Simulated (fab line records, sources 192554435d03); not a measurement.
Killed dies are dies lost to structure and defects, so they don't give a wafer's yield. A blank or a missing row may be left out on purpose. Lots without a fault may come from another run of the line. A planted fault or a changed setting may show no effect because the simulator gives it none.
A struck lot beside a sound one | flow n5_finfet | 33 steps out of a route of 1938
Sound: wafers L886.1, L886.4, L886.6. Struck: wafers L894.1, L894.4, L894.6. The cause comes at the end.
At each step with rows: each side's tool, then ch and its chambers, then its first start. Under that, the readings that differ: sound wafers | struck wafers | difference of the means | sigmas: that difference in standard deviations of wafers without a fault.
alike: readings whose means differ by less than 2 such deviations, and words and numbers that are the same on both sides. not compared: withheld readings, readings that some wafer has no value for, bounds like >300 that may hide the same value, and numbers for which the record gives no deviation and whose values overlap.
The two part at a step that has a row with sigmas, a row that says differs or no value, or rows on one side only. Numbers that don't overlap but have no deviation are shown without sigmas and don't part them. A reading that every wafer of one side lacks parts them only if that side has two wafers or more.

first, 11 steps without rows for these wafers: N5_GATE_CUT_SRD_32 (time 30 s); N5_GATE_CUT_SAC_CAP_01 (material SiNx, target thk 24 nm, pulse time 1 s, ald cycles 480); N5_GATE_CUT_PECVD_57 (deposits SiNx from SiH4/NH3/N2, target thk 21 nm); N5_GATE_CUT_CMP_02 (polishes, stops on SiO2, t overpolish 12.7 s, target thk 0 nm); N5_GATE_CUT_HM_DEP_46 (deposits SiO2 from TEOS/O2, target thk 130 nm, time 26.6 s); N5_GATE_CUT_COAT_34 (time 60 s, resist thk 60 nm); N5_GATE_CUT_COAT_35 (time 60 s, resist thk 10 nm); N5_GATE_CUT_COAT_27 (time 60 s, resist thk 10 nm); N5_GATE_CUT_COAT_07 (resist thk 30 nm); N5_GATE_CUT_EBR_09; N5_GATE_CUT_SOFTBAKE_08 (time 60 s).
N5_GATE_CUT_EXPOSE_10: exposes mask GATE CUT, target cd 20 nm.
  sound on euv_scanner-01 ch 0, day 7 04:33; struck on euv_scanner-01 ch 0, day 9 07:05
  reading              | sound             | struck            | difference | sigmas
  exposure_dose_mJ_cm2 | 43.17 43.07 43.08 | 44.32 44.33 44.32 | +1.22      | +26
  alike: mask
then, 2 steps without rows for these wafers: N5_GATE_CUT_PEB_11 (peb time 60 s); N5_GATE_CUT_DEVELOP_12 (develop time 30 s).
N5_GATE_CUT_CD_MEAS_13: target cd 20 nm.
  sound on cd_sem-03 ch 0, day 7 04:41; struck on cd_sem-02 ch 0, day 9 07:13
  reading    | sound             | struck            | difference | sigmas
  cd_nm (nm) | 19.50 20.01 20.09 | 18.21 18.25 18.93 | -1.40      | -6
N5_GATE_CUT_OVL_MEAS_14:
  sound on overlay-01 ch 0, day 7 04:43; struck on overlay-01 ch 0, day 9 07:15
  alike: GATE_CUT_OVL
N5_GATE_CUT_INSPECT_15: inspects for defects (brightfield).
  sound on defect_inspect-02, day 7 04:46; struck on defect_inspect-01, day 9 07:19
  alike: raw_defect_count
N5_GATE_CUT_DESCUM_18: chemistry O2, time 7 s.
  sound on rie_diel-02 ch 1,2,3, day 7 04:49; struck on rie_diel-02 ch 2,3, day 9 07:21
  reading                   | sound        | struck         | difference | sigmas
  model.GATE_CUT.cd_nm (nm) | 19.8 19.8 20 | 18.4 18.4 19.2 | -1.2       |
  alike: drypump_motor_current_A, oes_product_au, rf_vpp_V, showerhead_plenum_p_Torr, throttle_valve_pct
  not compared: rf_hours_counter_h
then, 2 steps without rows for these wafers: N5_GATE_CUT_ETCH_28 (etches underlayer in N2/H2, target depth 13 nm, time 10.4 s); N5_GATE_CUT_ETCH_36 (etches SiARC in CF4, target depth 13 nm, time 21.7 s).
N5_GATE_CUT_ETCH_37: etches SOC in N2/H2, target depth 60 nm, overetch 12 nm, time 90 s.
  sound on rie_diel-02 ch 1,2,3, day 7 04:53; struck on rie_diel-02 ch 2,3, day 9 07:26
  alike: drypump_motor_current_A, oes_product_au, rf_vpp_V, showerhead_plenum_p_Torr, throttle_valve_pct
  not compared: rf_hours_counter_h
then, 3 steps without rows for these wafers: N5_GATE_CUT_STRIP_38 (strips in N2/H2); N5_GATE_CUT_STRIP_39 (strips in N2/H2); N5_GATE_CUT_HM_OPEN_40 (chemistry C4F6/O2, target SiO2, target depth 139 nm, time 85.1 s).
N5_GATE_CUT_STRIP_41: strips in CF4.
  sound on rie_diel-02 ch 1,2,3, day 7 05:02; struck on rie_diel-02 ch 2,3, day 9 07:35
  alike: cf4_flow_sccm, drypump_motor_current_A, oes_product_au, rf_vpp_V, showerhead_plenum_p_Torr, throttle_valve_pct
  not compared: rf_hours_counter_h
N5_GATE_CUT_STRIP_42: strips in O2.
  sound on rie_diel-02 ch 1,2,3, day 7 05:03; struck on rie_diel-02 ch 2,3, day 9 07:36
  alike: drypump_motor_current_A, oes_product_au, rf_vpp_V, showerhead_plenum_p_Torr, throttle_valve_pct
  not compared: rf_hours_counter_h
N5_GATE_CUT_ETCH_19: etches SiNx in CH3F/O2, target depth 53.7 nm, time 76.7 s.
  sound on rie_diel-02 ch 1,2,3, day 7 05:05; struck on rie_diel-02 ch 2,3, day 9 07:38
  alike: drypump_motor_current_A, etch_rf_on_time_s, oes_product_au, rf_vpp_V, showerhead_plenum_p_Torr, throttle_valve_pct
  not compared: rf_hours_counter_h
then, 2 steps without rows for these wafers: N5_GATE_CUT_CUT_ETCH_53 (etches W in SF6/Cl2, target depth 79.2 nm); N5_GATE_CUT_CUT_ETCH_54 (etches TiN in Cl2/BCl3, target depth 96.7 nm).
N5_GATE_CUT_CUT_ETCH_55: etches HfO2 in BCl3, target depth 3.2 nm.
  sound on rie_metal-01 ch 0,1, day 7 05:19; struck on rie_metal-03 ch 0,1, day 9 07:52
  reading                     | sound          | struck         | difference | sigmas
  drypump_motor_current_A (A) | 6.09 5.30 5.29 | 6.32 6.07 6.07 | +0.59      | +2
  alike: oes_product_au, throttle_valve_pct
  not compared: rf_hours_counter_h
N5_GATE_CUT_ETCH_47: etches SiO2 in Cl2/BCl3, target depth 10 nm.
  sound on rie_metal-01 ch 0,1, day 7 05:21; struck on rie_metal-03 ch 0,1, day 9 07:54
  reading                     | sound          | struck         | difference | sigmas
  drypump_motor_current_A (A) | 6.11 5.28 5.26 | 6.30 6.04 6.03 | +0.57      | +2
  model.GATE_CUT.cd_nm (nm)   | 20.6 20.2 20.4 | 18 18.6 19.4   | -2         |
  alike: oes_product_au, throttle_valve_pct
  not compared: rf_hours_counter_h
then, 1 step without rows for these wafers: N5_GATE_CUT_VAPOR_ETCH_48 (etches TiN in BCl3/Cl2).
-- the record jumps here: 3 days lie between the struck wafers' starts before and after (it left off in module GATE_CUT and takes up again in module BEOL_M4, whose first step shown is number 1111 of the route) --
N5_BEOL_M4_RC_MEAS_101:
  sound on prober-01 ch 0, day 10 11:14; struck on prober-01 ch 0, day 12 17:12
  alike: DIBL_N, DIBL_P, IOFF_N, IOFF_P, ION_N, ION_P, SS_N, SS_P, VT_N, VT_P

WHERE THEY PART
First at N5_GATE_CUT_EXPOSE_10; last, within this record, at N5_GATE_CUT_ETCH_47. Later steps at which nothing parts them and some readings are alike: N5_BEOL_M4_RC_MEAS_101.

WHY: what the simulator had put in
Process parameter drift: euv_scanner-01, from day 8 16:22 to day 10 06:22, at N5_GATE_CUT_EXPOSE_10. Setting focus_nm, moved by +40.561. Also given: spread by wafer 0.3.
